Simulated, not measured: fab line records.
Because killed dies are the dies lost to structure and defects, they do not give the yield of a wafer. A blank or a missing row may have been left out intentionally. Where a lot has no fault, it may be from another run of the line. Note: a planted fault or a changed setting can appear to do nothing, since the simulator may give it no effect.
Which tool did it?	flow nand_harc	24 lots, 72 wafers sampled, at 5 steps of a route of 1302

## WHAT THE GAUGES SHOWED, per wafer
NHARC_P_M0_INSPECT_27. Usual: raw_defect_count at 305, with a standard deviation of 130.
lot	measured	on	raw_defect_count	flag
L074	day 6 03:24	defect_inspect-01	296 255 306	
L075	day 6 16:29	defect_inspect-01	238 297 284	
L076	day 7 04:23	defect_inspect-02	221 229 372	
L077	day 7 12:01	defect_inspect-02	313 593 734	
L079	day 8 06:23	defect_inspect-02	207 247 175	
L078	day 8 06:41	defect_inspect-01	183 457 305	
L080	day 9 00:20	defect_inspect-02	474 680 391	
L081	day 9 06:09	defect_inspect-01	315 312 242	
L082	day 9 12:34	defect_inspect-02	400 316 196	
L083	day 9 23:16	defect_inspect-01	432 377 246	
L084	day 10 16:25	defect_inspect-02	186 386 249	
L085	day 10 21:46	defect_inspect-02	265 181 213	
L086	day 11 01:41	defect_inspect-02	495 591 201	
L087	day 11 09:07	defect_inspect-01	197 195 149	
L089	day 12 04:54	defect_inspect-01	369 368 372	
L088	day 12 05:37	defect_inspect-01	119 180 221	
L090	day 12 20:47	defect_inspect-01	336 205 263	
L091	day 13 04:47	defect_inspect-02	383 272 381	
L092	day 13 21:42	defect_inspect-02	186 220 177	
L093	day 13 22:37	defect_inspect-02	233 440 648	
L094	day 14 13:02	defect_inspect-01	161 143 170	
L095	day 15 01:25	defect_inspect-02	204 169 166	
L096	day 15 10:24	defect_inspect-02	257 295 137	
L097	day 15 18:24	defect_inspect-01	705 274 230	

NHARC_P_M1_INSPECT_11. Usual: raw_defect_count at 4.3, with a standard deviation of 2.4.
lot	measured	on	raw_defect_count	flag
L074	day 6 04:49	defect_inspect-01	5 0 5	
L075	day 6 18:03	defect_inspect-02	4 5 8	
L076	day 7 05:55	defect_inspect-02	3 1 3	
L077	day 7 13:32	defect_inspect-01	12 9 8	
L079	day 8 07:55	defect_inspect-01	4 2 1	
L078	day 8 08:13	defect_inspect-02	3 5 0	
L080	day 9 01:50	defect_inspect-02	5 7 3	
L081	day 9 07:40	defect_inspect-01	1 3 6	
L082	day 9 14:04	defect_inspect-02	5 2 5	
L083	day 10 00:40	defect_inspect-02	4 5 1	
L084	day 10 17:56	defect_inspect-01	5 5 5	
L085	day 10 23:17	defect_inspect-01	3 5 5	
L086	day 11 03:12	defect_inspect-01	2 2 3	
L087	day 11 10:30	defect_inspect-02	4 4 3	
L089	day 12 06:19	defect_inspect-01	3 4 4	
L088	day 12 07:07	defect_inspect-02	7 4 4	
L090	day 12 22:18	defect_inspect-02	4 3 5	
L091	day 13 06:18	defect_inspect-02	4 3 5	
L092	day 13 23:13	defect_inspect-01	3 4 2	
L093	day 14 00:08	defect_inspect-02	3 7 8	
L094	day 14 14:26	defect_inspect-01	3 4 8	
L095	day 15 02:56	defect_inspect-01	2 4 7	
L096	day 15 11:55	defect_inspect-02	8 8 9	
L097	day 15 19:47	defect_inspect-02	5 3 2	

NHARC_P_BONDPAD_CD_MEAS_09 targets a cd of 500 nm. Usual: cd_nm at 500.0 nm, with a standard deviation of 1.7.
lot	measured	on	cd_nm (nm)	flag
L074	day 6 13:50	cd_sem-01	500.2 501.6 497.1	
L075	day 7 03:22	cd_sem-02	501.6 499.1 498.3	
L076	day 7 14:31	cd_sem-02	501.9 500.9 498.7	
L077	day 7 22:01	cd_sem-02	500.3 502.8 499.8	
L079	day 8 16:38	cd_sem-02	500.0 498.1 497.9	
L078	day 8 16:57	cd_sem-01	500.5 499.4 497.2	
L080	day 9 10:28	cd_sem-01	500.1 500.1 499.0	
L081	day 9 16:08	cd_sem-03	499.7 502.0 498.8	
L082	day 9 22:47	cd_sem-03	500.0 501.7 499.3	
L083	day 10 09:13	cd_sem-02	499.7 502.0 499.1	
L084	day 11 02:31	cd_sem-02	501.6 502.1 499.3	
L085	day 11 07:57	cd_sem-03	499.4 497.9 499.9	
L086	day 11 12:05	cd_sem-02	497.6 502.1 500.6	
L087	day 11 18:58	cd_sem-02	500.9 502.7 498.6	
L089	day 12 14:57	cd_sem-03	500.8 499.6 499.5	
L088	day 12 15:44	cd_sem-01	497.1 501.4 500.0	
L090	day 13 06:52	cd_sem-03	498.5 503.5 499.6	
L091	day 13 14:47	cd_sem-01	499.3 500.7 501.5	
L092	day 14 07:40	cd_sem-02	501.0 500.6 501.0	
L093	day 14 08:32	cd_sem-03	501.5 499.4 498.0	
L094	day 14 23:05	cd_sem-03	500.7 497.5 497.4	
L095	day 15 11:47	cd_sem-02	499.7 501.6 497.8	
L096	day 15 20:30	cd_sem-02	499.9 498.9 500.0	
L097	day 16 05:14	cd_sem-01	496.4 499.1 499.2	

## EACH LOT AND THE TOOL THAT RAN IT (in order: tool; ch and the chambers of the sampled wafers; start)
lot	NHARC_P_M0_DEP_32	NHARC_P_M1_DESCUM_14
L074	pecvd-03 ch 0,1,2, day 6 03:34	rie_diel-02 ch 0,2,3, day 6 04:53
L075	pecvd-03 ch 0,1,2, day 6 16:37	rie_diel-05 ch 1,3, day 6 18:07
L076	pecvd-04 ch 1,2, day 7 04:37	rie_diel-04 ch 0,1, day 7 05:59
L077	pecvd-01 ch 1,2, day 7 12:14	rie_diel-05 ch 1,3, day 7 13:37
L079	pecvd-04 ch 1,2, day 8 06:37	rie_diel-02 ch 1,2,3, day 8 07:59
L078	pecvd-01 ch 0,1,2, day 8 06:53	rie_diel-05 ch 0,1,2, day 8 08:16
L080	pecvd-01 ch 0,1, day 9 00:29	rie_diel-02 ch 2,3, day 9 01:54
L081	pecvd-01 ch 0,1,2, day 9 06:18	rie_diel-02 ch 0,1,3, day 9 07:44
L082	pecvd-04 ch 0,2, day 9 12:43	rie_diel-05 ch 0,1,2, day 9 14:08
L083	pecvd-01 ch 0,1, day 9 23:30	rie_diel-05 ch 0,2,3, day 10 00:44
L084	pecvd-01 ch 1,2, day 10 16:39	rie_diel-02 ch 0,1,3, day 10 18:01
L085	pecvd-03 ch 0,1, day 10 21:57	rie_diel-02 ch 2,3, day 10 23:21
L086	pecvd-01 ch 0,2, day 11 01:50	rie_diel-05 ch 1,2, day 11 03:16
L087	pecvd-04 ch 0,1,2, day 11 09:23	rie_diel-05 ch 2,3, day 11 10:34
L089	pecvd-04 ch 0,1,2, day 12 05:02	rie_diel-05 ch 0,2,3, day 12 06:23
L088	pecvd-01 ch 0,1,2, day 12 05:46	rie_diel-05 ch 0,1, day 12 07:11
L090	pecvd-01 ch 0,2, day 12 20:58	rie_diel-02 ch 2,3, day 12 22:22
L091	pecvd-03 ch 0,1,2, day 13 05:01	rie_diel-02 ch 1,3, day 13 06:22
L092	pecvd-03 ch 1,2, day 13 21:50	rie_diel-04 ch 2,3, day 13 23:17
L093	pecvd-03 ch 0,2, day 13 22:49	rie_diel-05 ch 0,1,3, day 14 00:12
L094	pecvd-03 ch 1,2, day 14 13:13	rie_diel-02 ch 0,3, day 14 14:29
L095	pecvd-04 ch 1,2, day 15 01:36	rie_diel-04 ch 0,1,3, day 15 03:01
L096	pecvd-01 ch 0,1,2, day 15 10:33	rie_diel-04 ch 0,1,3, day 15 12:00
L097	pecvd-04 ch 1,2, day 15 18:32	rie_diel-05 ch 0,1, day 15 19:52
- NHARC_P_M0_DEP_32: deposits SiCN, target thk 30 nm.
- NHARC_P_M1_DESCUM_14: chemistry O2, time 3 s.

## WHAT THE TOOLS THEMSELVES READ (means of the sampled wafers that have a number; where no wafer has one, the mark that the record gives instead)
NHARC_P_M0_DEP_32. Usual: heater_power_outer_w 332 W, standard deviation 49; heater_power_w 590 W, standard deviation 75; showerhead_vpp_V 1303 V, standard deviation 40.
lot	tool	heater_power_outer_w (W)	heater_power_w (W)	showerhead_vpp_V (V)	flag
L074	pecvd-03	321	598	1301	
L075	pecvd-03	312	572	1282	
L076	pecvd-04	368	655	1277	
L077	pecvd-01	317	573	1357	
L079	pecvd-04	335	606	1294	
L078	pecvd-01	362	608	1297	
L080	pecvd-01	357	611	1287	
L081	pecvd-01	338	586	1303	
L082	pecvd-04	340	633	1298	
L083	pecvd-01	339	589	1266	
L084	pecvd-01	370	609	1336	
L085	pecvd-03	307	540	1323	
L086	pecvd-01	382	610	1300	
L087	pecvd-04	325	590	1299	
L089	pecvd-04	333	605	1306	
L088	pecvd-01	341	584	1304	
L090	pecvd-01	367	587	1258	
L091	pecvd-03	287	530	1297	
L092	pecvd-03	286	517	1295	
L093	pecvd-03	349	650	1298	
L094	pecvd-03	293	568	1295	
L095	pecvd-04	376	657	1280	
L096	pecvd-01	348	595	1320	
L097	pecvd-04	383	668	1301	

NHARC_P_M1_DESCUM_14. Usual: drypump_motor_current_A 5.7 A, standard deviation 0.5; oes_product_au 0.999 a.u., standard deviation 0.0098; rf_vpp_V 57.6 V, standard deviation 0.89; showerhead_plenum_p_Torr 1.92 Torr, standard deviation 0.091; throttle_valve_pct 11.311 %, standard deviation 0.0088.
lot	tool	drypump_motor_current_A (A)	oes_product_au (a.u.)	rf_vpp_V (V)	showerhead_plenum_p_Torr (Torr)	throttle_valve_pct (%)	flag
L074	rie_diel-02	5.4	1.005	58.6	2.01	11.313	
L075	rie_diel-05	6.3	0.987	56.5	1.88	11.315	
L076	rie_diel-04	6.0	1.001	56.6	1.93	11.315	
L077	rie_diel-05	6.3	0.989	56.1	1.88	11.315	
L079	rie_diel-02	5.1	1.001	57.6	1.92	11.317	
L078	rie_diel-05	5.8	0.987	58.0	1.97	11.312	
L080	rie_diel-02	5.2	0.998	58.2	1.97	11.303	
L081	rie_diel-02	5.3	1.002	57.7	1.95	11.309	
L082	rie_diel-05	5.8	0.991	58.2	1.97	11.308	
L083	rie_diel-05	5.8	0.990	57.9	1.92	11.315	
L084	rie_diel-02	5.3	1.006	57.2	1.95	11.309	
L085	rie_diel-02	5.2	1.005	58.1	1.97	11.309	
L086	rie_diel-05	6.1	1.001	57.6	1.95	11.311	
L087	rie_diel-05	6.1	0.991	57.1	1.85	11.309	
L089	rie_diel-05	5.8	0.997	57.4	1.92	11.307	
L088	rie_diel-05	5.6	0.999	58.2	1.96	11.321	
L090	rie_diel-02	5.2	0.997	58.0	1.97	11.311	
L091	rie_diel-02	5.1	1.018	57.2	1.93	11.305	
L092	rie_diel-04	6.0	1.001	57.5	1.82	11.309	
L093	rie_diel-05	6.0	1.001	57.7	1.89	11.310	
L094	rie_diel-02	5.5	0.993	58.4	2.04	11.315	
L095	rie_diel-04	6.0	1.004	57.8	1.88	11.316	
L096	rie_diel-04	6.0	1.015	58.1	1.88	11.312	
L097	rie_diel-05	6.0	1.000	58.0	1.94	11.310	

## THE ANSWER, worked out from the rows above alone
Rule: a lot counts as off when the mean over its wafers that have a number is more than 3 standard deviations away from the usual mean. Also off: a lot with no number at a reading for which 4 or more lots have one. The other lots that the step has rows for count as sound. First the gauges in route order, then the tools' own readings, where a lot's mean is used as printed above. At the first step where some lot is off, the reading lying furthest off is the one used; lots without a number count as furthest.
Nothing can be told from this: no lot is off at any reading shown.

## WHAT THE SIMULATOR HAD INSERTED
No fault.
